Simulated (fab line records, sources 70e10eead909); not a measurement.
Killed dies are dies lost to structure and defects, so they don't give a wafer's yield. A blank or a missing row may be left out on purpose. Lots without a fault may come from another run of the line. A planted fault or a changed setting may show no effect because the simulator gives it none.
fab line records | flow nand_harc
record lots=13 wafers=39 last_day=33
route steps=1302 shown A_CONTACT@999
lots that met no fault: from a run of the same line without faults
start_h: hours from the record's first day to the start of the lot's first wafer shown | wait_h: hours since the lot's step before | " the same as in the row above | L1.1+2: a row that stands for several wafers | - no value, or no start given | * or withheld: withheld | < > ~ a bound
route shown NAME@n: a module of which the file shows steps, and the number in the route of the first | usual: mean/standard deviation of fault-free wafers | same: alike in all rows | chamber/n: place in a boat | sites: the reading at each site | _std_site: their standard deviation | _edge_site: outer sites' mean less inner sites' | radius_mm: how far each site lies from the wafer's centre | mask NAME#n: copy n | behind: the tool/chamber that last shaped the wafer | hold: why the lot was held/for how many hours/how that ended | device: the transistor (n, p or np) that didn't switch | end of line: the same wafers' tests at the end of the route | a step without rows: its recipe alone | killed: dies lost to structure and defects at the first sort, not the wafer's yield | map: a wafer's dies, x killed, . not, _ none there
set.NAME: the setting as run; set.NAME@STEP: as run at that earlier step | model.NAME: the simulator's own value behind a step, which no gauge read
steps of the route over a sample of lots; a table a step, a row a wafer
services: from which hour (start_h, from the record's first day; less than 0 if before it) a tool's chamber was out of use, for how many hours, and why
## steps
# step NHARC_A_CONTACT_INSPECT_44
# usual raw_defect_count=86/33
# columns lot.wafer tool chamber start_h wait_h raw_defect_count
L434.2 defect_inspect-01 - 506.82 0.0 150
L434.3 " - " " 136
L434.4 " - " " 168
L439.1 defect_inspect-02 - 538.89 0.0 57
L439.4 " - " " 60
L439.5 " - " " 68
L437.2 defect_inspect-02 - 555.39 0.0 66
L437.4 " - " " 78
L437.6 " - " " 80
L438.3 defect_inspect-02 - 559.71 0.0 60
L438.5 " - " " 72
L438.6 " - " " 80
L445.1 defect_inspect-02 - 619.68 0.0 84
L445.3 " - " " 107
L445.4 " - " " 85
L448.3 defect_inspect-02 - 631.98 0.0 142
L448.5 " - " " 147
L448.6 " - " " 147
L449.1 defect_inspect-01 - 647.79 0.0 110
L449.2 " - " " 119
L449.4 " - " " 112
L447.1 defect_inspect-01 - 656.62 0.0 107
L447.3 " - " " 92
L447.5 " - " " 103
L450.4 defect_inspect-01 - 673.05 0.0 105
L450.5 " - " " 113
L450.6 " - " " 96
L452.1 defect_inspect-01 - 689.79 0.0 84
L452.4 " - " " 90
L452.5 " - " " 65
L453.1 defect_inspect-02 - 693.52 0.0 50
L453.4 " - " " 62
L453.5 " - " " 77
L454.1 defect_inspect-01 - 715.60 0.0 40
L454.3 " - " " 48
L454.5 " - " " 48
L456.1 defect_inspect-01 - 720.17 0.0 79
L456.3 " - " " 61
L456.4 " - " " 58
# step NHARC_A_CONTACT_ETCH_49
# recipe target_depth_a=2600 over_etch_frac=0.3 time_s=475.3 ion_energy_ev=200 n2_flow_sccm=150 h2_flow_sccm=150 ar_flow_sccm=0 rf_w=400 bias_w=150 chemistry=N2/H2
# usual drypump_motor_current_A=5.7/0.45 oes_product_au=1.002/0.011 rf_vpp_V=431/3.1 run_length_s=496.5/0.44 showerhead_plenum_p_Torr=2.05/0.11 throttle_valve_pct=14.172/0.0082
# columns lot.wafer tool chamber start_h wait_h drypump_motor_current_A oes_product_au rf_hours_counter_h rf_vpp_V run_length_s showerhead_plenum_p_Torr throttle_valve_pct
L434.3 rie_diel-06 2 507.37 - 5.7 0.993 1 430 497.0 2.02 14.177
L434.2 " 3 " " 5.1 0.996 2 428 496.0 1.97 14.166
L434.4 " 2 " " 5.7 1.002 - 430 497.0 2.02 14.175
L439.4 rie_diel-06 3 539.19 - 5.1 0.978 7 429 453.1 1.97 14.164
L439.1 " 0 " " 5.8 0.983 9 436 496.8 2.21 14.179
L439.5 " 1 " " 5.3 0.996 - 428 495.8 1.95 14.177
L437.2 rie_diel-06 3 555.65 - 5.1 0.999 10 429 453.1 1.96 14.170
L437.6 " 3 " " 5.1 0.993 - 429 496.1 1.96 14.161
L437.4 " 0 " " 5.8 0.988 - 436 454.0 2.21 14.166
L438.3 rie_diel-02 1 560.05 - 6.2 1.015 66 431 496.2 2.02 14.168
L438.6 " 2 " " 6.0 0.986 - 428 495.7 1.95 14.173
L438.5 " 3 " " 6.6 1.009 - 434 496.3 2.18 14.165
L445.1 rie_diel-06 0 619.92 - 5.8 1.006 21 435 496.6 2.21 14.173
L445.3 " 1 " " 5.3 0.997 20 428 496.0 1.95 14.166
L445.4 " 2 " " 5.8 1.005 19 430 497.4 2.01 14.174
L448.3 rie_diel-02 1 632.24 - 6.1 1.009 14 431 496.2 2.02 14.173
L448.5 " 1 " " 6.1 0.999 - 430 496.3 2.02 14.184
L448.6 " 2 " " 6.0 1.009 - 428 496.4 1.95 14.182
L449.4 rie_diel-06 1 648.03 - 5.2 0.991 25 427 496.0 1.94 14.160
L449.2 " 2 " " 5.7 0.996 24 429 497.4 2.01 14.178
L449.1 " 3 " " 5.1 0.994 24 429 496.1 1.96 14.173
L447.3 rie_diel-09 0 656.86 - 5.2 1.016 48 427 496.4 1.92 14.170
L447.1 " 2 " " 5.2 1.001 53 435 497.0 2.16 14.164
L447.5 " 0 " " 5.2 1.012 - 427 496.7 1.92 14.175
L450.4 rie_diel-02 3 673.38 - 6.5 1.017 31 434 496.3 2.17 14.175
L450.6 " 2 " " 6.0 1.015 - 428 496.0 1.94 14.160
L450.5 " 3 " " 6.6 1.020 - 435 496.9 2.17 14.181
L452.4 rie_diel-06 0 690.03 - 5.8 0.991 2 435 496.8 2.21 14.172
L452.1 " 1 " " 5.3 0.973 1 427 495.9 1.94 14.180
L452.5 " 0 " " 5.8 1.000 - 433 496.7 2.21 14.176
L453.4 rie_diel-06 1 693.76 - 5.2 0.977 2 427 496.0 1.94 14.166
L453.1 " 0 " " 5.8 0.983 2 434 496.7 2.21 14.175
L453.5 " 2 " " 5.7 0.998 - 431 496.7 2.01 14.176
L454.3 rie_diel-09 3 715.95 - 6.4 1.003 7 435 497.1 2.22 14.182
L454.1 " 0 " " 5.2 1.001 8 428 496.7 1.91 14.170
L454.5 " 2 " " 5.2 1.002 - 434 496.6 2.15 14.182
L456.1 rie_diel-02 2 720.42 - 6.0 1.006 43 427 496.2 1.94 14.190
L456.4 " 3 " " 6.6 1.019 47 433 496.6 2.16 14.169
L456.3 " 0 " " 5.7 0.991 49 433 496.7 2.14 14.175
# step NHARC_A_CONTACT_ETCH_114
# recipe source_w=withheld pressure_mtorr=20 bias_v=3000 time_s=190 target_depth_a=18500 ar_flow_sccm=withheld c4f8_flow_sccm=withheld o2_flow_sccm=withheld chemistry=C4F8/O2/Ar
# usual run_length_s=190/0
# columns lot.wafer tool chamber start_h wait_h rf_hours_counter_h run_length_s
L434.2 har_cap_etch-02 1 510.95 0.1 85 190
L434.4 " 0 " " - 190
L434.3 " 1 " " - 190
L439.1 har_cap_etch-01 1 541.32 0.1 4 190
L439.4 " 0 " " - 190
L439.5 " 1 " " - 190
L437.2 har_cap_etch-01 0 558.21 0.1 6 190
L437.4 " 1 " " - 190
L437.6 " 1 " " - 190
L438.3 har_cap_etch-02 1 562.21 0.1 - 190
L438.5 " 0 " " - 190
L438.6 " 1 " " - 190
L445.1 har_cap_etch-03 1 622.33 0.2 63 190
L445.3 " 0 " " - 190
L445.4 " 1 " " - 190
L448.3 har_cap_etch-01 1 634.50 0.1 - 190
L448.5 " 1 " " - 190
L448.6 " 0 " " - 190
L449.1 har_cap_etch-01 0 650.22 0.1 26 190
L449.2 " 1 " " 26 190
L449.4 " 0 " " - 190
L447.1 har_cap_etch-03 0 659.05 0.1 69 190
L447.3 " 1 " " - 190
L447.5 " 0 " " - 190
L450.4 har_cap_etch-03 1 675.90 0.1 - 190
L450.5 " 1 " " - 190
L450.6 " 0 " " - 190
L452.1 har_cap_etch-03 1 692.25 0.1 75 190
L452.4 " 1 " " - 190
L452.5 " 0 " " - 190
L453.1 har_cap_etch-01 0 695.94 0.1 34 190
L453.4 " 0 " " - 190
L453.5 " 0 " " - 190
L454.1 har_cap_etch-03 0 718.08 0.1 80 190
L454.3 " 1 " " - 190
L454.5 " 0 " " - 190
L456.1 har_cap_etch-02 1 722.76 0.1 119 190
L456.4 " 1 " " - 190
L456.3 " 0 " " - 190
# step NHARC_A_CONTACT_ETCH_118
# recipe source_w=withheld pressure_mtorr=20 bias_v=3000 time_s=190 target_depth_a=18500 ar_flow_sccm=withheld c4f8_flow_sccm=withheld o2_flow_sccm=withheld chemistry=C4F8/O2/Ar
# usual run_length_s=190/0
# columns lot.wafer tool chamber start_h wait_h rf_hours_counter_h run_length_s
L434.2 har_cap_etch-02 1 511.63 0.1 85 190
L434.4 " 0 " " - 190
L434.3 " 1 " " - 190
L439.1 har_cap_etch-01 1 542.00 0.1 4 190
L439.4 " 0 " " - 190
L439.5 " 1 " " - 190
L437.2 har_cap_etch-01 0 558.89 0.1 6 190
L437.4 " 1 " " - 190
L437.6 " 1 " " - 190
L438.3 har_cap_etch-02 1 562.89 0.1 - 190
L438.5 " 0 " " - 190
L438.6 " 1 " " - 190
L445.1 har_cap_etch-03 1 623.23 0.2 63 190
L445.3 " 0 " " - 190
L445.4 " 1 " " - 190
L448.3 har_cap_etch-01 1 635.19 0.1 - 190
L448.5 " 1 " " - 190
L448.6 " 0 " " - 190
L449.1 har_cap_etch-01 0 650.90 0.1 27 190
L449.2 " 1 " " 27 190
L449.4 " 0 " " - 190
L447.1 har_cap_etch-03 0 659.74 0.1 70 190
L447.3 " 1 " " - 190
L447.5 " 0 " " - 190
L450.4 har_cap_etch-03 1 676.59 0.1 - 190
L450.5 " 1 " " - 190
L450.6 " 0 " " - 190
L452.1 har_cap_etch-03 1 693.10 0.2 76 190
L452.4 " 1 " " - 190
L452.5 " 0 " " - 190
L453.1 har_cap_etch-01 0 696.62 0.1 35 190
L453.4 " 0 " " - 190
L453.5 " 0 " " - 190
L454.1 har_cap_etch-03 0 718.76 0.1 81 190
L454.3 " 1 " " - 190
L454.5 " 0 " " - 190
L456.1 har_cap_etch-02 1 723.44 0.1 120 190
L456.4 " 1 " " - 190
L456.3 " 0 " " - 190
## services
# columns tool chamber start_h hours kind
rie_diel-06 - 489.76 9.0 pm
rie_diel-06 0 489.76 9.0 vent_cycle
rie_diel-06 1 489.76 9.0 vent_cycle
har_cap_etch-02 - 495.80 0.8 repair
rie_diel-09 - 497.16 9.0 pm
har_cap_etch-01 - 497.88 17.0 pm
har_cap_etch-01 0 497.88 17.0 vent_cycle
har_cap_etch-01 1 497.88 17.0 vent_cycle
rie_diel-06 1 506.86 6.1 repair
har_cap_etch-01 0 514.88 - clean
har_cap_etch-01 1 514.88 - clean
har_cap_etch-03 - 549.22 1.5 repair
rie_diel-06 2 550.43 13.4 repair
rie_diel-06 - 559.49 0.5 repair
rie_diel-02 - 572.90 9.0 pm
rie_diel-06 - 600.79 1.0 repair
rie_diel-09 0 627.47 2.9 repair
rie_diel-02 - 642.04 1.2 repair
rie_diel-06 - 666.76 9.0 pm
rie_diel-09 - 674.21 9.0 pm
rie_diel-02 3 691.66 2.9 repair
rie_diel-02 - 707.07 0.2 repair
rie_diel-06 2 711.45 9.1 repair
rie_diel-09 1 720.68 1.7 repair
## key
first_sign step=NHARC_A_CONTACT_ETCH_49 reading=run_length_s direction=down sigmas=98 usual=* struck=*
effect none on later readings
met_at NHARC_A_CONTACT_ETCH_49
struck_lots L437,L439
struck_wafers L437.2,L437.4,L439.4
tester_left_out L437,L439
not_acting_at NHARC_A_CONTACT_INSPECT_44,NHARC_A_CONTACT_ETCH_114,NHARC_A_CONTACT_ETCH_118
onset_between 507.37 539.19
fault kind=process_parameter_drift tool=rie_diel-06 chamber=- onset_h=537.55 steps=NHARC_A_CONTACT_ETCH_49 channel=time_s offset=* shape=step end_h=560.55 scope=struck_wafers_only acts_in=* stated=*
# tester_left_out: of these lots the tester's yield and bins aren't shown, on N5 and GAA mostly nor the transistor test; their killed dies are dies lost to structure and defects alone, not to doping, threshold or leakage, so they don't give the yield
